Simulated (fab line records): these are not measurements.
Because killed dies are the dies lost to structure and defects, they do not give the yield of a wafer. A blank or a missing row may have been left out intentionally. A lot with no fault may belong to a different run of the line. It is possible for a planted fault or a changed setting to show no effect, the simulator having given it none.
fab line records	flow nand-harc	part 2 of 2: steps 5 to 6 of 6
[record] lots = 24	wafers = 72	last-day = 24
route steps=1159 shown A_SGD_CUT@767 A_SLIT@792 A_WL_FILL@816
lots with no fault: from the same line, run without faults
start-h: the number of hours between the record's first day and the start of the first shown wafer of the lot	wait-h: how many hours have passed since the lot's step before this one	" the same as in the row above	L1.1+2: a row that stands for several wafers	- no value present, or no start provided	* or withheld: withheld	< > ~ a bound
route shown NAME@n: a module of which the file shows steps, and the number in the route of the first	usual: mean/standard deviation of fault-free wafers	same: alike in all rows	chamber/n: place in a boat	sites: readings site by site	_std_site: the standard deviation of these	_edge_site: inner sites' mean taken away from outer sites' mean	radius-mm: for every site, how far away it sits from the centre of the wafer	mask NAME#n: copy n	behind: the most recent tool/chamber to have shaped the wafer	hold: the reason the lot was held/the length of the hold in hours/how it ended	device: which transistor (n, p or np) failed to switch	end of line: at the end of the route, the tests of the same wafers	a step without rows: its recipe alone	killed: count of dies lost to structure and defects at first sort (not the wafer's yield)	map: shows each die of a wafer: x if killed, . if not, _ if none is there
set.NAME: setting as actually run; set.NAME@STEP: the setting as run at that earlier step	model.NAME: the simulator's own value behind a step, which no gauge read
steps of the route over a sample of lots; a table a step, a row a wafer
services: the hour from which a tool's chamber was out of use, counted from the record's first day as start-h (under 0 if before that day), plus the number of hours and why
[[steps]]
[step NHARC_A_WL_FILL_STRIP_29]
[recipe] time-s = 20	o2-flow-sccm = 500	ar-flow-sccm = 0	bias-w = 0	chemistry = O2
[usual] drypump-motor-current-A = 5.7/0.44	mfc-ar-sccm = 0.008/0.0071	oes-product-au = 0.999/0.0085	rf-vpp-V = 57.7/0.83	showerhead-plenum-p-Torr = 3.53/0.13	throttle-valve-pct = 17.036/0.01
lot.wafer	tool	chamber	start-h	wait-h	drypump-motor-current-A	mfc-ar-sccm	oes-product-au	rf-hours-counter-h	rf-vpp-V	showerhead-plenum-p-Torr	throttle-valve-pct
L076.3	rie-diel-05	0	359.55	0.1	5.5	0.008	0.994	0.4	58.0	3.61	17.044
L076.2	"	1	"	"	6.0	0	1.002	0.4	57.3	3.39	17.052
L076.6	"	0	"	"	5.6	0.008	0.993	-	59.0	3.61	17.039
L075.3	rie-diel-11	3	360.48	0.1	5.0	0.008	0.996	5.8	57.6	3.44	17.032
L075.2	"	0	"	"	5.3	0.015	1.011	5.7	57.5	3.69	17.031
L075.5	"	3	"	"	5.0	0.008	0.991	-	56.5	3.44	17.029
L077.2	rie-diel-05	0	362.22	0.1	5.5	0.008	0.998	0.5	58.6	3.61	17.022
L077.3	"	1	"	"	6.0	0	1.000	0.5	57.3	3.39	17.043
L077.5	"	0	"	"	5.5	0.008	1.001	-	57.8	3.61	17.032
L078.3	rie-diel-05	1	372.75	0.1	6.0	0	0.999	0.7	56.2	3.39	17.058
L078.2	"	3	"	"	6.0	0.023	0.992	0.8	56.5	3.59	17.031
L078.5	"	1	"	"	6.0	0	0.993	-	56.9	3.39	17.047
L080.2	rie-diel-05	2	372.80	0.1	5.3	0.013	0.990	0.3	57.4	3.63	17.025
L080.5	"	0	"	"	5.5	0.008	1.003	-	56.9	3.61	17.033
L080.6	"	1	"	"	6.0	0	1.003	-	57.2	3.39	17.037
L079.4	rie-diel-01	3	375.97	0.1	5.9	0.004	0.995	3.4	58.2	3.48	17.032
L079.3	"	0	"	"	6.7	0	0.999	4.2	57.3	3.61	17.024
L079.5	"	0	"	"	6.7	0	1.003	-	58.1	3.61	17.053
L074.2	rie-diel-05	3	376.00	0.1	6.0	0.023	0.992	0.8	58.0	3.59	17.029
L074.4	"	0	"	"	5.5	0.008	0.990	0.8	59.0	3.61	17.028
L074.6	"	0	"	"	5.6	0.008	0.992	-	56.2	3.61	17.064
L081.4	rie-diel-01	3	389.18	0.1	5.9	0.004	1.000	5.5	57.4	3.48	17.034
L081.2	"	0	"	"	6.7	0	1.003	6.2	57.9	3.61	17.041
L081.6	"	2	"	"	6.2	0.014	1.009	-	56.9	3.40	17.019
L082.2	rie-diel-01	1	389.78	0.1	6.2	0.002	1.011	5.9	57.6	3.47	17.042
L082.3	"	0	"	"	6.7	0	0.990	6.2	55.9	3.61	17.028
L082.6	"	1	"	"	6.2	0.002	1.009	-	57.8	3.47	17.039
L083.2	rie-diel-11	0	405.91	0.1	5.3	0.015	1.014	1.0	58.9	3.68	17.041
L083.3	"	1	"	"	5.6	0	0.999	0.9	57.7	3.75	17.033
L083.1	"	3	"	"	5.0	0.008	0.991	1.0	57.2	3.44	17.030
L085.3	rie-diel-05	3	410.20	0.1	6.1	0.023	1.004	1.7	58.9	3.59	17.039
L085.2	"	2	"	"	5.3	0.013	0.986	1.3	57.8	3.63	17.032
L085.4	"	3	"	"	6.0	0.023	1.012	-	57.3	3.59	17.032
L084.3	rie-diel-11	0	415.84	0.1	5.2	0.015	1.020	1.3	57.5	3.68	17.047
L084.4	"	2	"	"	5.5	0.004	1.003	1.2	56.5	3.32	17.049
L084.5	"	3	"	"	5.0	0.008	0.999	-	58.2	3.44	17.030
L087.3	rie-diel-11	2	421.64	0.1	5.5	0.004	1.009	1.5	56.6	3.32	17.035
L087.1	"	1	"	"	5.6	0	0.999	1.6	56.2	3.75	17.020
L087.6	"	2	"	"	5.5	0.004	1.001	-	57.9	3.32	17.039
L088.2	rie-diel-05	0	421.68	0.1	5.6	0.008	0.985	2.3	58.0	3.61	17.041
L088.6	"	0	"	"	5.6	0.008	0.983	-	59.0	3.61	17.032
L088.5	"	1	"	"	6.1	0	1.000	-	58.0	3.39	17.028
L086.4	rie-diel-01	1	423.93	0.1	6.3	0.002	1.003	7.5	59.5	3.47	17.029
L086.3	"	2	"	"	6.2	0.014	1.004	7.0	57.1	3.40	17.038
L086.1	"	0	"	"	6.7	0	0.993	7.8	59.2	3.61	17.035
L090.2	rie-diel-01	1	447.29	0.1	6.3	0.002	1.006	8.7	57.3	3.47	17.040
L090.5	"	2	"	"	6.1	0.014	1.009	-	58.0	3.39	17.024
L090.6	"	3	"	"	5.9	0.004	0.989	-	57.1	3.48	17.030
L089.2	rie-diel-01	1	447.70	0.1	6.2	0.002	1.000	8.7	57.3	3.47	17.037
L089.1	"	2	"	"	6.2	0.014	0.993	8.1	57.3	3.39	17.032
L089.6	"	1	"	"	6.3	0.002	1.004	-	56.5	3.47	17.042
L091.2	rie-diel-05	3	452.24	0.1	6.0	0.023	0.999	2.8	57.6	3.59	17.035
L091.3	"	0	"	"	5.5	0.008	0.995	2.8	58.3	3.61	17.039
L091.6	"	2	"	"	5.3	0.013	0.993	-	57.4	3.63	17.026
L094.4	rie-diel-11	1	452.29	0.1	5.6	0	1.004	2.8	58.1	3.75	17.033
L094.3	"	0	"	"	5.3	0.015	1.007	2.9	57.8	3.68	17.042
L094.5	"	1	"	"	5.6	0	1.005	-	58.2	3.75	17.048
L092.2	rie-diel-11	3	456.41	0.1	5.0	0.008	0.998	2.8	58.6	3.44	17.043
L092.3	"	1	"	"	5.6	0	0.998	2.9	58.7	3.75	17.043
L092.6	"	3	"	"	5.1	0.008	0.993	-	57.0	3.44	17.035
L093.3	rie-diel-11	2	456.44	0.1	5.5	0.004	0.998	2.7	57.3	3.32	17.049
L093.2	"	3	"	"	5.0	0.008	1.000	2.8	56.8	3.44	17.033
L093.5	"	2	"	"	5.5	0.004	1.001	-	57.6	3.32	17.045
L095.1	rie-diel-05	3	477.72	0.1	6.0	0.023	0.997	3.2	57.4	3.59	17.040
L095.2	"	0	"	"	5.5	0.008	0.985	3.1	58.9	3.61	17.040
L095.4	"	1	"	"	6.0	0	1.007	2.8	57.8	3.38	17.027
L096.3	rie-diel-05	0	477.92	0.1	5.6	0.008	0.983	3.1	55.7	3.61	17.035
L096.5	"	1	"	"	6.0	0	1.008	-	58.5	3.38	17.033
L096.6	"	2	"	"	5.3	0.013	0.984	-	57.9	3.62	17.028
L097.2	rie-diel-11	0	491.56	0.1	5.2	0.015	1.005	4.4	57.9	3.68	17.025
L097.6	"	3	"	"	5.0	0.008	1.011	-	57.5	3.44	17.030
L097.5	"	0	"	"	5.3	0.015	1.020	-	57.4	3.68	17.033
[step NHARC_A_WL_FILL_CMP_12]
[recipe] t-overpolish-s = 30	target-thk-nm = 75
[usual] motor-current-A = 11.7/1.2	overpolish-run-s = 29.999/0.0088	time-to-endpoint-s = 15.3/2.6
[same] t-overpolish-s = 30
lot.wafer	tool	chamber	start-h	wait-h	motor-current-A	overpolish-run-s	time-to-endpoint-s
L076.3	cmp-02	0	370.96	2.2	9.9	30.002	13.2
L076.2	"	3	"	"	10.8	30.002	14.0
L076.6	"	0	"	"	9.7	30.004	13.7
L075.2	cmp-04	2	371.36	3.6	10.4	30.002	12.0
L075.3	"	3	"	"	12.5	29.987	13.1
L075.5	"	2	"	"	10.9	30.014	13.8
L077.3	cmp-02	0	375.20	2.9	10.3	30.006	9.7
L077.2	"	2	"	"	13.8	30.000	15.8
L077.5	"	1	"	"	11.9	29.997	15.5
L080.2	cmp-01	2	383.99	4.4	11.4	29.993	9.9
L080.6	"	0	"	"	10.6	29.992	17.1
L080.5	"	1	"	"	12.5	30.000	17.4
L078.2	cmp-04	3	388.29	3.7	12.2	30.014	17.0
L078.3	"	0	"	"	12.1	29.981	15.6
L078.5	"	2	"	"	10.5	30.006	14.0
L079.3	cmp-02	2	393.04	2.2	14.3	29.996	17.2
L079.4	"	1	"	"	12.0	29.997	22.3
L079.5	"	3	"	"	10.4	30.021	13.9
L074.2	cmp-04	3	397.08	4.3	12.3	29.999	15.1
L074.4	"	1	"	"	11.4	30.006	12.1
L074.6	"	3	"	"	13.0	30.008	10.9
L081.2	cmp-02	0	402.64	4.3	9.7	30.007	13.0
L081.4	"	1	"	"	11.6	30.007	18.9
L081.6	"	3	"	"	10.5	30.001	13.8
L082.2	cmp-04	3	404.10	3.6	12.6	29.999	11.1
L082.3	"	1	"	"	11.6	29.994	11.8
L082.6	"	3	"	"	12.4	29.997	15.0
L083.1	cmp-02	2	416.91	4.3	13.6	29.988	17.6
L083.2	"	0	"	"	9.7	29.981	14.0
L083.3	"	1	"	"	11.5	29.999	19.5
L085.2	cmp-04	2	421.02	4.3	10.5	30.000	15.7
L085.4	"	3	"	"	11.9	30.011	17.8
L085.3	"	0	"	"	12.3	30.003	17.2
L084.3	cmp-01	1	426.53	2.2	11.6	29.998	16.9
L084.4	"	3	"	"	14.7	29.996	15.3
L084.5	"	0	"	"	10.5	29.994	14.5
L087.1	cmp-02	1	432.37	4.4	11.7	29.998	19.6
L087.3	"	3	"	"	11.0	29.991	14.9
L087.6	"	2	"	"	13.5	29.997	17.9
L088.2	cmp-01	0	432.39	4.4	10.6	29.972	15.7
L088.6	"	1	"	"	11.7	30.005	18.0
L088.5	"	2	"	"	11.2	30.004	12.2
L086.4	cmp-02	1	440.42	2.9	11.3	29.998	18.9
L086.1	"	2	"	"	13.7	29.998	16.4
L086.3	"	0	"	"	10.3	30.019	14.5
L089.2	cmp-02	1	458.28	3.6	11.2	29.989	19.2
L089.1	"	3	"	"	11.1	30.000	13.4
L089.6	"	1	"	"	11.9	30.002	18.4
L090.2	cmp-01	1	462.64	6.5	12.5	29.999	16.8
L090.6	"	0	"	"	10.3	30.001	16.3
L090.5	"	1	"	"	11.9	29.999	17.3
L094.3	cmp-02	1	464.83	2.2	11.8	30.011	18.4
L094.4	"	2	"	"	13.9	29.995	13.9
L094.5	"	1	"	"	11.1	30.004	18.2
L091.2	cmp-02	1	471.14	6.4	11.6	29.992	18.5
L091.3	"	0	"	"	10.0	29.993	14.5
L091.6	"	1	"	"	11.3	30.005	20.9
L092.3	cmp-04	1	476.67	2.2	12.0	30.017	13.6
L092.2	"	2	"	"	11.0	29.999	14.8
L092.6	"	2	"	"	10.6	30.009	13.7
L093.2	cmp-01	2	480.66	6.5	12.0	30.010	11.8
L093.3	"	0	"	"	10.4	29.998	12.6
L093.5	"	1	"	"	12.3	29.982	15.5
L095.2	cmp-02	2	489.56	4.4	13.7	29.993	13.6
L095.1	"	3	"	"	10.9	29.989	13.5
L095.4	"	0	"	"	10.0	29.993	13.3
L096.3	cmp-02	2	493.88	2.9	13.6	29.994	16.3
L096.6	"	3	"	"	10.9	29.995	16.5
L096.5	"	0	"	"	9.6	29.987	14.8
L097.2	cmp-04	2	502.20	3.6	11.5	30.012	15.1
L097.6	"	2	"	"	11.1	29.989	14.4
L097.5	"	3	"	"	12.5	29.998	16.0
[[services]]
tool	chamber	start-h	hours	kind
rie-diel-08	-	301.80	9.0	pm
rie-diel-05	3	303.72	45.9	repair
har-etch-01	-	306.53	17.0	pm
rie-diel-05	1	323.40	3.9	repair
cmp-02	-	324.50	4.0	pm
rie-diel-05	-	340.61	9.0	pm
plasma-asher-02	-	360.76	9.0	pm
rie-diel-04	-	366.02	0.3	repair
cmp-02	-	368.01	1.7	repair
plasma-asher-01	-	379.44	0.9	repair
rie-diel-05	2	393.23	3.3	repair
rie-diel-05	1	402.01	13.6	repair
rie-diel-08	0	410.20	6.9	repair
plasma-asher-02	-	413.71	21.1	repair
rie-diel-04	3	418.59	6.9	repair
cmp-02	-	419.80	3.5	repair
rie-diel-04	0	436.96	6.9	repair
cmp-02	-	440.91	2.0	repair
plasma-asher-01	-	453.23	9.0	pm
rie-diel-05	-	456.25	1.9	repair
har-etch-02	-	463.51	1.4	repair
rie-diel-04	-	465.98	9.0	pm
rie-diel-05	0	499.51	1.6	repair
rie-diel-04	-	500.12	0.5	repair
